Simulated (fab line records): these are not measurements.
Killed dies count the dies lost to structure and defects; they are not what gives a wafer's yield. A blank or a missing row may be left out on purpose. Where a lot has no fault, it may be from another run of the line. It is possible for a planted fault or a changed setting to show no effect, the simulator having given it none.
fab line records ; flow n5Finfet
[record] lots = 12; wafers = 31; lastDay = 18
route steps=1938 shown BEOL_M9@1458 TV_LITHO@1884 TV_OPEN@1889 PAD_METAL@1893 PASSIVATION@1936
lots untouched by any fault: they come from a run of this same line in which no faults occurred
startH: hours from the record's opening day to when the first of the lot's shown wafers began ; waitH: hours from the lot's prior step to this one ; " identical to the entry in the row above ; L1.1+2: a single row standing in for several wafers ; - no value present, or no start provided ; * or withheld: withheld ; < > ~ a bound
route shown NAME@n: names a module that has steps shown in the file, with the first one's number in the route ; usual: average and standard deviation across the fault-free wafers ; same: alike in all rows ; chamber/n: place in a boat ; sites: each site's reading ; _std_site: standard deviation across them ; _edge_site: inner sites' mean taken away from outer sites' mean ; radiusMm: how far each site lies from the wafer's centre ; mask NAME#n: copy n ; behind: the most recent tool/chamber to have shaped the wafer ; hold: the reason the lot was held/the length of the hold in hours/how it ended ; device: names the non-switching transistor (n, p or np) ; end of line: the tests these same wafers got at the end of their route ; a step without rows: its recipe alone ; killed: the dies lost at the first sort to structure and to defects; this is not the yield of the wafer ; map: a wafer's dies, marking killed ones x, the rest . and places with no die _
set.NAME: setting as actually run; set.NAME@STEP: the setting as run at that earlier step ; model.NAME: the simulator's own value behind a step, which no gauge read
a sample of lots followed through the steps of the route, with each step as a table and each wafer as a row
services: a tool's chamber out of use, with start hour (startH, from the record's first day; less than 0 if before it), hours out, and reason
[[steps]]
[step N5_BEOL_M9_ALD_74]
[recipe] material = TaN; targetThkA = 20; tempC = 275; aldPrecursorFamily = PDMAT; aldCoReactant = NH3; pressureTorr = 3; carrierFlowSccm = 1500; pulseTimeS = 2; purgeTimeS = 3; coReactantPurgeTimeS = 2; coReactantPulseTimeS = 3; aldCycles = 40; precursorVesselTempC = 75; precursorVesselPressureTorr = 26.25; precursorVesselCarrierSccm = 1000
[usual] heaterPowerOuterW = 235/25; heaterPowerW = 419/31; mfcCarrierSccm = 1500/3.8
[same] aldCycles = 40; purgeTimeS = 3
lot.wafer;tool;chamber;startH;waitH;heaterPowerOuterW;heaterPowerW;mfcCarrierSccm;sinceWetCleanH
L980.3;aldMetal-02;3;253.53;0.1;234;414;1501;6070
L980.4;aldMetal-02;1;253.53;0.1;223;388;1496;-
L980.6;aldMetal-02;0;253.53;0.1;227;418;1507;-
L984.1;aldMetal-02;0;257.59;0.0;229;427;1497;6074
L984.3;aldMetal-02;3;257.59;0.0;225;414;1495;6074
L986.1;aldMetal-04;1;261.41;0.1;280;444;1509;1463
L986.3;aldMetal-04;0;261.41;0.1;222;400;1498;1463
L986.6;aldMetal-04;0;261.41;0.1;224;403;1494;-
L987.4;aldMetal-02;0;261.99;0.2;234;422;1498;-
L987.5;aldMetal-02;1;261.99;0.2;217;377;1503;-
L985.4;aldMetal-02;0;268.22;0.2;228;430;1503;-
L985.5;aldMetal-02;3;268.22;0.2;231;403;1495;-
L983.1;aldMetal-01;0;292.76;0.0;214;387;1501;3033
L983.4;aldMetal-01;1;292.76;0.0;247;445;1503;3033
L983.5;aldMetal-01;1;292.76;0.0;241;436;1505;-
L989.2;aldMetal-04;3;299.83;0.0;224;428;1502;1501
L989.5;aldMetal-04;1;299.83;0.0;286;463;1505;-
L989.6;aldMetal-04;0;299.83;0.0;224;412;1496;-
L991.2;aldMetal-04;0;300.77;0.0;228;409;1499;1502
L991.3;aldMetal-04;3;300.77;0.0;223;439;1501;1502
L991.6;aldMetal-04;1;300.77;0.0;279;457;1494;-
L994.1;aldMetal-04;1;323.35;0.0;284;455;1505;1525
L994.3;aldMetal-04;3;323.35;0.0;226;435;1502;1525
L994.5;aldMetal-04;1;323.35;0.0;280;456;1496;-
L993.2;aldMetal-02;0;325.64;0.0;229;424;1494;6142
L993.3;aldMetal-02;1;325.64;0.0;220;384;1496;6142
L996.1;aldMetal-01;2;339.84;0.0;193;359;1507;3080
L996.5;aldMetal-01;3;339.84;0.0;241;435;1499;-
L101.1;aldMetal-04;0;373.74;0.1;227;407;1499;1575
L101.3;aldMetal-04;1;373.74;0.1;287;440;1501;1575
L101.5;aldMetal-04;1;373.74;0.1;277;446;1504;-
[step N5_PASSIVATION_OVL_MEAS_60]
[recipe] pointsPerWafer = 44
[usual] TV_OVL = -1/5.9
lot.wafer;tool;chamber;startH;waitH;TV_OVL[nm]
L980.3;overlay-01;0;312.25;0.0;-2
L980.4;overlay-01;0;312.25;0.0;3
L980.6;overlay-01;0;312.25;0.0;9
L984.1;overlay-02;0;313.09;0.0;0
L984.3;overlay-02;0;313.09;0.0;-2
L987.4;overlay-02;0;322.85;0.0;4
L987.5;overlay-02;0;322.85;0.0;4
L986.1;overlay-01;0;326.63;0.0;-6
L986.3;overlay-01;0;326.63;0.0;-2
L986.6;overlay-01;0;326.63;0.0;4
L985.4;overlay-02;0;339.12;0.0;-3
L985.5;overlay-02;0;339.12;0.0;0
L983.1;overlay-02;0;347.12;0.0;-7
L983.4;overlay-02;0;347.12;0.0;-9
L983.5;overlay-02;0;347.12;0.0;-14
L989.2;overlay-02;0;347.29;0.0;7
L989.5;overlay-02;0;347.29;0.0;4
L989.6;overlay-02;0;347.29;0.0;8
L991.2;overlay-02;0;362.52;0.0;2
L991.3;overlay-02;0;362.52;0.0;3
L991.6;overlay-02;0;362.52;0.0;5
L994.1;overlay-02;0;382.23;0.0;-7
L994.3;overlay-02;0;382.23;0.0;2
L994.5;overlay-02;0;382.23;0.0;-4
L993.2;overlay-02;0;382.66;0.0;-4
L993.3;overlay-02;0;382.66;0.0;3
L996.1;overlay-02;0;401.92;0.0;-3
L996.5;overlay-02;0;401.92;0.0;-2
L101.1;overlay-01;0;427.50;0.0;1
L101.3;overlay-01;0;427.50;0.0;-3
L101.5;overlay-01;0;427.50;0.0;-1
[step N5_PASSIVATION_STRIP_14]
[recipe] chemistry = O2; powerW = 600; tempC = 60; pressureMtorr = 30; rfFrequencyHz = 6e+07; biasPowerW = 0; overashFraction = 0.5; o2FlowSccm = 225
[usual] drypumpMotorCurrentA = 5.66/0.26; oesProductAu = 0.81/0.089; rfVppV = 3.7/0.87; showerheadPlenumPTorr = 2.11/0.072; throttleValvePct = 16.57/0.24
[same] overashFraction = 0.5
lot.wafer;tool;chamber;startH;waitH;drypumpMotorCurrentA;oesProductAu;rfHoursCounterH;rfVppV;showerheadPlenumPTorr;throttleValvePct
L980.3;rieDiel-04;2;312.66;0.1;5.71;0.91;26;3.9;2.04;16.24
L980.4;rieDiel-04;2;312.66;0.1;5.71;0.89;-;7.0;2.04;16.28
L980.6;rieDiel-04;0;312.66;0.1;5.69;0.70;-;4.0;2.07;17.11
L984.1;rieDiel-02;3;313.50;0.1;5.47;0.88;29;3.8;2.04;16.62
L984.3;rieDiel-02;2;313.50;0.1;5.69;0.89;29;4.7;2.13;16.29
L987.4;rieDiel-04;1;323.49;0.0;5.91;0.71;-;4.2;2.14;16.57
L987.5;rieDiel-04;2;323.49;0.0;5.80;0.89;-;2.7;2.04;16.24
L986.1;rieDiel-04;0;327.28;0.1;5.70;0.68;228;3.1;2.07;17.13
L986.3;rieDiel-04;1;327.28;0.1;5.94;0.71;214;3.5;2.14;16.61
L986.6;rieDiel-04;2;327.28;0.1;5.77;0.86;-;4.6;2.04;16.24
L985.4;rieDiel-04;1;340.06;0.1;5.90;0.69;219;2.8;2.14;16.63
L985.5;rieDiel-04;2;340.06;0.1;5.77;0.88;-;3.5;2.04;16.32
L983.1;rieDiel-04;0;347.90;0.1;5.67;0.68;235;4.4;2.07;17.14
L983.4;rieDiel-04;2;347.90;0.1;5.77;0.85;40;3.3;2.04;16.27
L983.5;rieDiel-04;3;347.90;0.1;5.46;0.94;-;2.9;2.24;16.68
L989.2;rieDiel-02;0;348.17;0.1;5.26;0.70;240;4.8;1.98;16.92
L989.5;rieDiel-02;2;348.17;0.1;5.70;0.87;-;3.8;2.12;16.31
L989.6;rieDiel-02;1;348.17;0.1;5.83;0.90;-;3.4;2.15;16.35
L991.2;rieDiel-05;3;362.94;0.1;6.32;0.86;49;3.3;2.21;16.69
L991.3;rieDiel-05;2;362.94;0.1;5.83;0.69;199;4.0;2.07;16.53
L991.6;rieDiel-05;1;362.94;0.1;5.11;0.79;-;2.6;2.12;16.54
L994.1;rieDiel-02;1;382.82;0.2;5.84;0.86;40;2.8;2.15;16.35
L994.3;rieDiel-02;1;382.82;0.2;5.82;0.85;-;4.2;2.15;16.39
L994.5;rieDiel-02;1;382.82;0.2;5.83;0.87;-;4.1;2.15;16.35
L993.2;rieDiel-02;1;385.72;0.2;5.85;0.87;41;4.5;2.15;16.38
L993.3;rieDiel-02;2;385.72;0.2;5.69;0.85;-;3.6;2.12;16.32
L996.1;rieDiel-04;2;402.65;0.1;5.72;0.84;57;2.9;2.03;16.29
L996.5;rieDiel-04;1;402.65;0.1;5.93;0.68;-;5.3;2.13;16.62
L101.1;rieDiel-02;1;427.91;0.1;5.83;0.85;58;4.2;2.14;16.41
L101.3;rieDiel-02;2;427.91;0.1;5.71;0.81;66;3.8;2.12;16.36
L101.5;rieDiel-02;1;427.91;0.1;5.84;0.83;-;2.4;2.14;16.41
[step N5_PASSIVATION_DEGAS_18]
[recipe] ambient = vacuum; tempC = 300; timeS = 60
[usual] heaterPowerW = 465/44
lot.wafer;tool;chamber;startH;waitH;heaterPowerW
L980.3;pvdSputter-03;-;313.85;1.0;539
L980.4;pvdSputter-03;-;313.85;1.0;450
L980.6;pvdSputter-03;-;313.85;1.0;457
L984.1;pvdSputter-03;-;314.37;0.7;455
L984.3;pvdSputter-03;-;314.37;0.7;534
L987.4;pvdSputter-03;-;325.84;2.2;545
L987.5;pvdSputter-03;-;325.84;2.2;442
L986.1;pvdSputter-02;-;327.70;0.2;463
L986.3;pvdSputter-02;-;327.70;0.2;423
L986.6;pvdSputter-02;-;327.70;0.2;453
L985.4;pvdSputter-02;-;340.33;0.1;461
L985.5;pvdSputter-02;-;340.33;0.1;459
L983.1;pvdSputter-01;-;348.24;0.1;444
L983.4;pvdSputter-01;-;348.24;0.1;434
L983.5;pvdSputter-01;-;348.24;0.1;433
L989.2;pvdSputter-02;-;349.96;1.6;424
L989.5;pvdSputter-02;-;349.96;1.6;431
L989.6;pvdSputter-02;-;349.96;1.6;451
L991.2;pvdSputter-03;-;363.45;0.3;526
L991.3;pvdSputter-03;-;363.45;0.3;451
L991.6;pvdSputter-03;-;363.45;0.3;442
L994.1;pvdSputter-01;-;383.27;0.2;423
L994.3;pvdSputter-01;-;383.27;0.2;370
L994.5;pvdSputter-01;-;383.27;0.2;523
L993.2;pvdSputter-01;-;386.89;0.9;535
L993.3;pvdSputter-01;-;386.89;0.9;433
L996.1;pvdSputter-03;-;403.04;0.2;489
L996.5;pvdSputter-03;-;403.04;0.2;449
L101.1;pvdSputter-01;-;429.47;1.4;366
L101.3;pvdSputter-01;-;429.47;1.4;553
L101.5;pvdSputter-01;-;429.47;1.4;547
[step N5_PASSIVATION_PROBE_49]
[usual] defectLimitedYield = 91.2/1.6; killed_at_M0_to_M3 = 35/11; killed_at_M4_up = 14/5.4; killedAtContacts = 13/6; killedAtFrontEnd = 38/11; killedAtOther = 3.4/2.6; killedDies = 104/19; killedOpen = 68/13; killedShort = 34/8.5; sort_bin_5_function = 5.1/1; sort_bin_6_memory = 3.3/0.72; sort_bin_8_speed = 0.1/0.9; sortNPass = 1075/22; sortYieldPct = 91.1/1.9
[same] grossDies = 1180; killedAtBackSide = 0; sort_bin_4_leakage[%] = 0
lot.wafer;tool;chamber;startH;waitH;defectLimitedYield[%];killed_at_M0_to_M3;killed_at_M4_up;killedAtContacts;killedAtFrontEnd;killedAtOther;killedDies;killedOpen;killedShort;sort_bin_5_function[%];sort_bin_6_memory[%];sort_bin_8_speed[%];sortNPass;sortYieldPct[%]
L980.3;prober-02;-;320.37;0.3;91.4;39;13;10;34;5;101;67;32;5.5;3.0;0;1079;91.4
L980.4;prober-02;-;320.42;0.3;93.7;29;19;6;19;1;74;48;26;3.6;2.5;0;1106;93.7
L980.6;prober-02;-;320.52;0.4;93.6;34;9;4;24;5;76;54;22;3.8;2.5;0;1104;93.6
L101.1;prober-01;-;436.53;0.0;83.8;20;116;3;49;3;191;67;26;9.9;4.8;0;989;83.8
L101.3;prober-01;-;436.63;0.1;91.5;36;19;12;33;0;100;73;26;5.3;3.0;0;1080;91.5
L101.5;prober-01;-;436.73;0.2;92.3;18;11;10;52;0;91;64;27;4.3;3.2;0;1089;92.3
// killed by level:class
L980.3 FIN_SAQP:geometricParticle:open=9 MOL_CONTACT_COAG:geometricParticle:open=9 BEOL_M3:geometricParticle:open=8 BEOL_M0_SAQP:geometricParticle:short=7 BEOL_M0_SAQP:geometricParticle:open=6 BEOL_M2:geometricParticle:open=6 BEOL_M1:geometricParticle:open=5 BEOL_M3:geometricParticle:short=5
L980.4 BEOL_M0_SAQP:geometricParticle:short=9 BEOL_M4:geometricParticle:open=8 BEOL_M1:geometricParticle:open=7 STI_FIN_REVEAL:geometricParticle:open=6 GATE_CUT:geometricParticle:short=4 MOL_CONTACT_COAG:geometricParticle:open=4 BEOL_M0_SAQP:geometricParticle:open=4 BEOL_M5:geometricParticle:open=4
L980.6 BEOL_M1:geometricParticle:open=10 BEOL_M3:geometricParticle:open=7 STARTING-WAFER:geometricParticle:short=6 FIN_SAQP:geometricParticle:open=5 BEOL_M0_SAQP:geometricParticle:open=5 DUMMY_GATE:geometricParticle:open=4 MOL_CONTACT_COAG:geometricParticle:open=4 BEOL_M0_SAQP:geometricParticle:short=4
L101.1 BEOL_M9:unspecified=97 STI_FIN_REVEAL:geometricParticle:open=19 BEOL_M4:geometricParticle:open=10 BEOL_M1:geometricParticle:open=8 FIN_SAQP:geometricParticle:open=7 FIN_SAQP:geometricParticle:short=5 GATE_CUT:geometricParticle:short=5 STARTING-WAFER:geometricParticle:short=4
L101.3 BEOL_M3:geometricParticle:open=12 MOL_CONTACT_COAG:geometricParticle:open=11 BEOL_M4:geometricParticle:open=9 STI_FIN_REVEAL:geometricParticle:open=7 BEOL_M2:geometricParticle:open=7 GATE_CUT:geometricParticle:short=5 BEOL_M0_SAQP:geometricParticle:short=5 BEOL_M0_SAQP:geometricParticle:open=5
L101.5 STI_FIN_REVEAL:geometricParticle:open=13 FIN_SAQP:geometricParticle:open=9 FIN_SAQP:geometricParticle:short=8 BEOL_M1:geometricParticle:open=8 BEOL_M4:geometricParticle:open=8 MOL_CONTACT_COAG:geometricParticle:open=6 BEOL_M3:geometricParticle:open=5 GATE_CUT:geometricParticle:open=4
[[services]]
tool;chamber;startH;hours;kind
aldMetal-02;-;233.95;8.7;pm
pvdSputter-03;-;239.40;1.2;repair
rieDiel-04;2;240.24;10.5;repair
aldMetal-02;2;246.00;30.5;repair
rieDiel-02;-;257.01;2.8;pm
rieDiel-02;3;261.30;17.6;repair
aldMetal-04;-;284.19;6.0;pm
aldMetal-02;1;292.96;3.3;repair
rieDiel-04;3;301.26;-;clean
rieDiel-04;3;301.26;-;consumableReplace:focusRing
rieDiel-04;3;301.26;-;consumableReplace:showerhead
rieDiel-04;3;301.26;23.8;scheduledDown
rieDiel-02;1;307.24;11.4;repair
aldMetal-04;-;307.40;8.7;pm
aldMetal-04;-;318.94;2.8;pm
rieDiel-05;-;330.98;14.6;pm
aldMetal-02;-;337.34;14.0;pm
pvdSputter-01;-;352.83;2.6;repair
aldMetal-04;0;358.43;3.5;repair
aldMetal-02;-;371.94;0.9;repair
rieDiel-05;-;379.52;0.5;repair
rieDiel-02;3;381.15;5.7;repair
rieDiel-02;2;400.52;7.9;repair
pvdSputter-01;-;414.53;1.3;repair
[[key]]
[firstSign] step = N5_PASSIVATION_PROBE_49; reading = killed_at_M4_up; direction = up; sigmas = 19; usual = 14; struck = 116
[effect] step = N5_PASSIVATION_PROBE_49; reading = killedDies; direction = up; sigmas = 4.6; usual = 104; struck = 191
[moreKillsBornAt] N5_BEOL_M9_ALD_74@aldMetal-04 = 97
metAt N5_BEOL_M9_ALD_74
struckLots L101
struckWafers L101.1
notActingAt N5_PASSIVATION_OVL_MEAS_60,N5_PASSIVATION_STRIP_14,N5_PASSIVATION_DEGAS_18
onsetBetween 300.77 373.74
[fault] kind = chamberParticleSource; tool = aldMetal-04; chamber = 0; onsetH = 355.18; steps = N5_BEOL_M9_ALD_74; ratePerVisitCm2 = 0.37677; endH = 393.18
